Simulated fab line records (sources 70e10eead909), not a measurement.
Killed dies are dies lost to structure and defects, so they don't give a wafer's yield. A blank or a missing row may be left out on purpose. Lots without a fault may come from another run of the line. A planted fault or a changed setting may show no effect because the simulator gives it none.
fab line records + flow nand-harc + part 2 of 2: steps 26 to 36 of 36
record:
- lots: 5
- wafers: 15
- last-day: 31
route steps=1302 shown P_GATE@178
lots that met no fault: from a run of the same line without faults
start-h: hours from the record's first day to the start of the lot's first wafer shown + wait-h: hours elapsed since this lot's preceding step + " unchanged from the row above + L1.1+2: a single row standing in for several wafers + - no value, or no start was given + * or withheld: withheld + < > ~ a bound
route shown NAME@n: NAME is a module with steps in the file, n the number in the route of the first one + usual: the fault-free wafers' mean and standard deviation + same: alike in all rows + chamber/n: place in a boat + sites: the reading at each site + _std_site: the standard deviation of these + _edge_site: the outer-site mean with the inner-site mean subtracted + radius-mm: how far each site lies from the wafer's centre + mask NAME#n: copy n + behind: the last tool/chamber to shape the wafer + hold: why the lot went on hold/how many hours it stayed there/how the hold came to an end + device: transistor that didn't switch, given as n, p or np + end of line: the tests these same wafers got at the end of their route + where a step has no rows: the recipe by itself + killed: count of dies lost to structure and defects at first sort (not the wafer's yield) + map: a wafer's dies, x killed, . not, _ none there
set.NAME: setting as actually run; set.NAME@STEP: the setting as run at that earlier step + model.NAME: the simulator's own value behind a step, which no gauge read
lots at some steps of the route; a table a step, a row a wafer
services: when a tool's chamber went out of use (start-h, in hours from the record's first day, below 0 if earlier), for how many hours, and the reason
== steps ==
step: NHARC_P_GATE_IMPLANT_94
recipe:
- energy-kev: 60
- dose-cm2: 2e+15
- tilt-deg: 7
usual:
- beam-on-s: 22.5/0.71
| lot.wafer | tool         | chamber | start-h | wait-h | beam-on-s |
|-----------|--------------|---------|---------|--------|-----------|
| L085.1    | implanter-02 | 0       | 226.50  | 0.1    | 24.2      |
| L085.4    | "            | 0       | "       | "      | 23.3      |
| L085.5    | "            | 0       | "       | "      | 22.4      |
| L089.4    | implanter-02 | 0       | 260.21  | 0.2    | 22.1      |
| L089.5    | "            | 0       | "       | "      | 23.2      |
| L089.6    | "            | 0       | "       | "      | 23.4      |
| L088.2    | implanter-01 | 0       | 260.67  | 0.1    | 21.5      |
| L088.3    | "            | 0       | "       | "      | 22.5      |
| L088.6    | "            | 0       | "       | "      | 22.1      |
| L092.2    | implanter-02 | 0       | 288.41  | 0.2    | 22.9      |
| L092.4    | "            | 0       | "       | "      | 23.7      |
| L092.5    | "            | 0       | "       | "      | 22.8      |
| L094.1    | implanter-01 | 0       | 311.64  | 0.1    | 22.5      |
| L094.2    | "            | 0       | "       | "      | 22.5      |
| L094.3    | "            | 0       | "       | "      | 21.6      |
step: NHARC_P_GATE_STRIP_113
recipe:
- power-w: 1500
- temp-c: 110
- time-s: 740
- chemistry: N2/H2
usual:
- drypump-motor-current-A: 5.47/0.27
- heater-power-w: 85/6.3
- temp-c: 109.99/0.13
| lot.wafer | tool            | chamber | start-h | wait-h | drypump-motor-current-A | heater-power-w | rf-hours-counter-h | temp-c |
|-----------|-----------------|---------|---------|--------|-------------------------|----------------|--------------------|--------|
| L085.1    | plasma-asher-01 | 1       | 226.72  | 0.2    | 5.76                    | 95             | 12                 | 110.01 |
| L085.4    | "               | 1       | "       | "      | 5.73                    | 93             | -                  | 110.01 |
| L085.5    | "               | 0       | "       | "      | 5.37                    | 80             | -                  | 109.95 |
| L089.4    | plasma-asher-01 | 1       | 260.58  | 0.3    | 5.72                    | 92             | -                  | 109.89 |
| L089.5    | "               | 1       | "       | "      | 5.71                    | 96             | -                  | 109.96 |
| L089.6    | "               | 0       | "       | "      | 5.36                    | 80             | -                  | 109.89 |
| L088.2    | plasma-asher-01 | 1       | 261.12  | 0.4    | 5.73                    | 94             | 21                 | 109.79 |
| L088.3    | "               | 0       | "       | "      | 5.36                    | 82             | -                  | 109.95 |
| L088.6    | "               | 1       | "       | "      | 5.73                    | 95             | -                  | 109.86 |
| L092.2    | plasma-asher-01 | 0       | 288.72  | 0.3    | 5.35                    | 84             | 27                 | 110.21 |
| L092.4    | "               | 1       | "       | "      | 5.71                    | 93             | -                  | 109.94 |
| L092.5    | "               | 0       | "       | "      | 5.35                    | 81             | -                  | 110.09 |
| L094.2    | plasma-asher-01 | 1       | 311.86  | 0.2    | 5.74                    | 95             | 31                 | 109.81 |
| L094.1    | "               | 0       | "       | "      | 5.37                    | 84             | 31                 | 109.97 |
| L094.3    | "               | 1       | "       | "      | 5.74                    | 92             | -                  | 109.90 |
step: NHARC_P_GATE_STRIP_95
recipe:
- power-w: 1500
- temp-c: 250
- chemistry: O2
usual:
- drypump-motor-current-A: 5.48/0.27
- heater-power-w: 318/24
- temp-c: 249.97/0.2
| lot.wafer | tool            | chamber | start-h | wait-h | drypump-motor-current-A | heater-power-w | rf-hours-counter-h | temp-c |
|-----------|-----------------|---------|---------|--------|-------------------------|----------------|--------------------|--------|
| L085.1    | plasma-asher-01 | 1       | 227.43  | 0.6    | 5.74                    | 359            | 12                 | 250.29 |
| L085.4    | "               | 1       | "       | "      | 5.74                    | 358            | -                  | 250.40 |
| L085.5    | "               | 0       | "       | "      | 5.40                    | 308            | -                  | 249.85 |
| L089.4    | plasma-asher-01 | 1       | 261.07  | 0.4    | 5.74                    | 354            | -                  | 249.59 |
| L089.5    | "               | 1       | "       | "      | 5.73                    | 344            | -                  | 249.91 |
| L089.6    | "               | 0       | "       | "      | 5.38                    | 304            | -                  | 249.67 |
| L088.2    | plasma-asher-01 | 1       | 261.84  | 0.6    | 5.72                    | 355            | 22                 | 249.88 |
| L088.3    | "               | 0       | "       | "      | 5.39                    | 307            | -                  | 249.91 |
| L088.6    | "               | 1       | "       | "      | 5.73                    | 356            | -                  | 249.99 |
| L092.2    | plasma-asher-01 | 0       | 289.32  | 0.5    | 5.37                    | 302            | 28                 | 249.92 |
| L092.4    | "               | 1       | "       | "      | 5.72                    | 351            | -                  | 249.97 |
| L092.5    | "               | 0       | "       | "      | 5.39                    | 305            | -                  | 250.12 |
| L094.2    | plasma-asher-01 | 1       | 312.60  | 0.6    | 5.72                    | 351            | 32                 | 249.64 |
| L094.1    | "               | 0       | "       | "      | 5.36                    | 308            | 32                 | 249.89 |
| L094.3    | "               | 1       | "       | "      | 5.74                    | 348            | -                  | 249.53 |
step: NHARC_P_GATE_STRIP_96
recipe:
- time-s: 900
- temp-c: 130
- chemistry: SPM
usual:
- bath-guard-temp-C: 130.0/0.43
- temp-c: 130.02/0.14
| lot.wafer | tool         | chamber | start-h | wait-h | bath-guard-temp-C | temp-c |
|-----------|--------------|---------|---------|--------|-------------------|--------|
| L085.1    | wet-bench-05 | 2       | 227.66  | 0.2    | 130.6             | 130.19 |
| L085.5    | "            | 5       | "       | "      | 129.1             | 129.85 |
| L085.4    | "            | 6       | "       | "      | 129.8             | 129.92 |
| L089.5    | wet-bench-04 | 7       | 261.28  | 0.2    | 130.2             | 130.03 |
| L089.4    | "            | 1       | "       | "      | 130.1             | 130.23 |
| L089.6    | "            | 2       | "       | "      | 129.6             | 130.00 |
| L088.2    | wet-bench-07 | 2       | 262.05  | 0.2    | 129.6             | 130.20 |
| L088.6    | "            | 3       | "       | "      | 129.7             | 129.91 |
| L088.3    | "            | 7       | "       | "      | 129.3             | 130.24 |
| L092.2    | wet-bench-04 | 7       | 289.52  | 0.2    | 130.2             | 129.96 |
| L092.4    | "            | 0       | "       | "      | 129.9             | 130.08 |
| L092.5    | "            | 1       | "       | "      | 130.4             | 130.15 |
| L094.3    | wet-bench-04 | 7       | 312.81  | 0.2    | 130.3             | 130.20 |
| L094.1    | "            | 0       | "       | "      | 129.8             | 130.01 |
| L094.2    | "            | 3       | "       | "      | 130.3             | 130.04 |
step: NHARC_P_GATE_RTA_64
recipe:
- temp-c: 1050
- time-s: 1
usual:
- lamp-power-pct: 31.8/1.5
- lamp_zone_7_pct: 32.2/1.5
- wafer_temp_C_max: 1056.2/1.4
| lot.wafer | tool          | chamber | start-h | wait-h | lamp-power-pct | lamp_zone_7_pct | wafer_temp_C_max |
|-----------|---------------|---------|---------|--------|----------------|-----------------|------------------|
| L085.1    | rtp-anneal-01 | 0       | 228.00  | -      | 30.6           | 30.9            | 1056.6           |
| L085.4    | "             | 0       | "       | "      | 30.6           | 31.0            | 1055.4           |
| L085.5    | "             | 0       | "       | "      | 30.7           | 31.0            | 1055.2           |
| L089.4    | rtp-anneal-02 | 0       | 261.70  | -      | 33.7           | 34.1            | 1058.5           |
| L089.5    | "             | 0       | "       | "      | 33.7           | 34.1            | 1056.1           |
| L089.6    | "             | 0       | "       | "      | 33.7           | 34.1            | 1059.7           |
| L088.2    | rtp-anneal-01 | 0       | 262.43  | -      | 30.6           | 31.0            | 1055.1           |
| L088.3    | "             | 0       | "       | "      | 30.5           | 31.0            | 1054.4           |
| L088.6    | "             | 0       | "       | "      | 30.6           | 30.9            | 1054.8           |
| L092.2    | rtp-anneal-02 | 0       | 289.90  | -      | 33.7           | 34.2            | 1057.4           |
| L092.4    | "             | 0       | "       | "      | 33.7           | 34.1            | 1058.9           |
| L092.5    | "             | 0       | "       | "      | 33.8           | 34.2            | 1059.4           |
| L094.1    | rtp-anneal-02 | 0       | 313.16  | -      | 33.8           | 34.1            | 1057.2           |
| L094.2    | "             | 0       | "       | "      | 33.7           | 34.2            | 1056.3           |
| L094.3    | "             | 0       | "       | "      | 33.7           | 34.2            | 1055.8           |
step: NHARC_P_GATE_ETCH_77
recipe:
- target-depth-a: 60
- chemistry: dHF
- material: SiO2
| lot.wafer  | tool         | chamber | start-h | wait-h |
|------------|--------------|---------|---------|--------|
| L085.5+1+4 | wet-bench-07 | 6,7,0   | 228.21  | 0.1    |
| L089.6+5+4 | wet-bench-04 | 1,3,4   | 261.82  | 0.0    |
| L088.2+3+6 | wet-bench-07 | 4,7,0   | 262.60  | 0.1    |
| L092.4+5+2 | wet-bench-05 | 6,0,2   | 290.08  | 0.1    |
| L094.1+3+2 | wet-bench-05 | 4,6,0   | 313.37  | 0.2    |
step: NHARC_P_GATE_DEGAS_109
recipe:
- temp-c: 300
- time-s: 60
usual:
- heater-power-w: 453/36
| lot.wafer | tool           | chamber | start-h | wait-h | heater-power-w |
|-----------|----------------|---------|---------|--------|----------------|
| L085.4    | pvd-sputter-03 | -       | 228.30  | 0.1    | 405            |
| L085.1    | "              | -       | "       | "      | 513            |
| L085.5    | "              | -       | "       | "      | 414            |
| L089.4    | pvd-sputter-01 | -       | 261.92  | 0.1    | 437            |
| L089.5    | "              | -       | "       | "      | 437            |
| L089.6    | "              | -       | "       | "      | 456            |
| L088.2    | pvd-sputter-01 | -       | 262.71  | 0.1    | 417            |
| L088.3    | "              | -       | "       | "      | 456            |
| L088.6    | "              | -       | "       | "      | 496            |
| L092.2    | pvd-sputter-03 | -       | 290.18  | 0.1    | 449            |
| L092.4    | "              | -       | "       | "      | 413            |
| L092.5    | "              | -       | "       | "      | 455            |
| L094.2    | pvd-sputter-01 | -       | 313.46  | 0.1    | 432            |
| L094.3    | "              | -       | "       | "      | 456            |
| L094.1    | "              | -       | "       | "      | 429            |
step: NHARC_P_GATE_PRE_CLEAN_110
recipe:
- time-s: 30
- bias-v: 200
- gas: Ar
| lot.wafer  | tool           | chamber | start-h | wait-h |
|------------|----------------|---------|---------|--------|
| L085.4+1+5 | pvd-sputter-03 | -       | -       | -      |
| L089.4+5+6 | pvd-sputter-01 | -       | -       | -      |
| L088.2+3+6 | pvd-sputter-01 | -       | -       | -      |
| L092.4+2+5 | pvd-sputter-03 | -       | -       | -      |
| L094.3+1+2 | pvd-sputter-01 | -       | -       | -      |
step: NHARC_P_GATE_SPUTTER_78
recipe:
- target-thk-a: 100
- material: Ni
| lot.wafer  | tool           | chamber | start-h | wait-h |
|------------|----------------|---------|---------|--------|
| L085.4+1+5 | pvd-sputter-03 | -       | -       | -      |
| L089.4+6+5 | pvd-sputter-01 | -       | -       | -      |
| L088.2+3+6 | pvd-sputter-01 | -       | -       | -      |
| L092.4+2+5 | pvd-sputter-03 | -       | -       | -      |
| L094.2+3+1 | pvd-sputter-01 | -       | -       | -      |
step: NHARC_P_GATE_SPUTTER_79
recipe:
- target-thk-a: 100
- material: TiN
| lot.wafer  | tool           | chamber | start-h | wait-h |
|------------|----------------|---------|---------|--------|
| L085.1+4+5 | pvd-sputter-03 | -       | -       | -      |
| L089.4+5+6 | pvd-sputter-01 | -       | -       | -      |
| L088.3+2+6 | pvd-sputter-01 | -       | -       | -      |
| L092.2+4+5 | pvd-sputter-03 | -       | -       | -      |
| L094.2+3+1 | pvd-sputter-01 | -       | -       | -      |
step: NHARC_P_GATE_RTA_80
recipe:
- temp-c: 300
- time-s: 30
usual:
- lamp-power-pct: 1.93/0.094
- lamp_zone_7_pct: 2.02/0.099
- wafer_temp_C_max: 301.7/0.44
| lot.wafer | tool          | chamber | start-h | wait-h | lamp-power-pct | lamp_zone_7_pct | wafer_temp_C_max |
|-----------|---------------|---------|---------|--------|----------------|-----------------|------------------|
| L085.1    | rtp-anneal-02 | 0       | 228.60  | -      | 2.02           | 2.12            | 301.8            |
| L085.4    | "             | 0       | "       | "      | 2.02           | 2.12            | 301.6            |
| L085.5    | "             | 0       | "       | "      | 2.02           | 2.12            | 301.3            |
| L089.4    | rtp-anneal-02 | 0       | 262.30  | -      | 2.01           | 2.11            | 302.3            |
| L089.5    | "             | 0       | "       | "      | 2.01           | 2.11            | 301.5            |
| L089.6    | "             | 0       | "       | "      | 2.01           | 2.11            | 302.8            |
| L088.2    | rtp-anneal-01 | 0       | 263.03  | -      | 1.82           | 1.91            | 301.5            |
| L088.3    | "             | 0       | "       | "      | 1.82           | 1.91            | 301.9            |
| L088.6    | "             | 0       | "       | "      | 1.82           | 1.91            | 301.6            |
| L092.2    | rtp-anneal-01 | 0       | 290.50  | -      | 1.82           | 1.91            | 301.3            |
| L092.4    | "             | 0       | "       | "      | 1.82           | 1.91            | 301.2            |
| L092.5    | "             | 0       | "       | "      | 1.82           | 1.91            | 301.5            |
| L094.1    | rtp-anneal-01 | 0       | 313.76  | -      | 1.82           | 1.91            | 302.0            |
| L094.2    | "             | 0       | "       | "      | 1.82           | 1.91            | 301.8            |
| L094.3    | "             | 0       | "       | "      | 1.82           | 1.91            | 302.2            |
== services ==
| tool            | chamber | start-h | hours | kind   |
|-----------------|---------|---------|-------|--------|
| pvd-sputter-01  | -       | 202.15  | 8.3   | repair |
| rie-diel-02     | -       | 216.70  | 9.0   | pm     |
| krf-scanner-03  | -       | 224.00  | 4.0   | pm     |
| plasma-asher-02 | -       | 224.12  | 1.3   | repair |
| rie-diel-13     | 3       | 224.94  | 2.1   | repair |
| pvd-sputter-01  | -       | 226.04  | 10.0  | pm     |
| wet-bench-04    | -       | 227.31  | 8.0   | pm     |
| rie-diel-05     | -       | 229.60  | 9.0   | pm     |
| rie-diel-13     | 1       | 241.24  | 4.2   | repair |
| pvd-sputter-01  | -       | 243.21  | 0.9   | repair |
| litho-track-07  | -       | 251.00  | 7.0   | pm     |
| plasma-asher-02 | -       | 254.39  | 9.0   | pm     |
| wet-bench-05    | -       | 260.80  | 8.0   | pm     |
| implanter-01    | -       | 264.13  | 15.7  | repair |
| krf-scanner-02  | -       | 266.01  | 4.0   | pm     |
| litho-track-03  | -       | 275.00  | 7.0   | pm     |
| rie-diel-13     | -       | 283.09  | 1.3   | repair |
| rie-diel-13     | 2       | 284.89  | 14.4  | repair |
| litho-track-05  | -       | 299.00  | 7.0   | pm     |
| rie-diel-13     | 1       | 301.41  | 6.5   | repair |
| krf-scanner-02  | -       | 304.81  | 5.6   | repair |
| implanter-02    | -       | 305.26  | 3.3   | repair |
| rie-diel-02     | 2       | 310.91  | 4.4   | repair |
| krf-scanner-01  | -       | 312.00  | 4.0   | pm     |
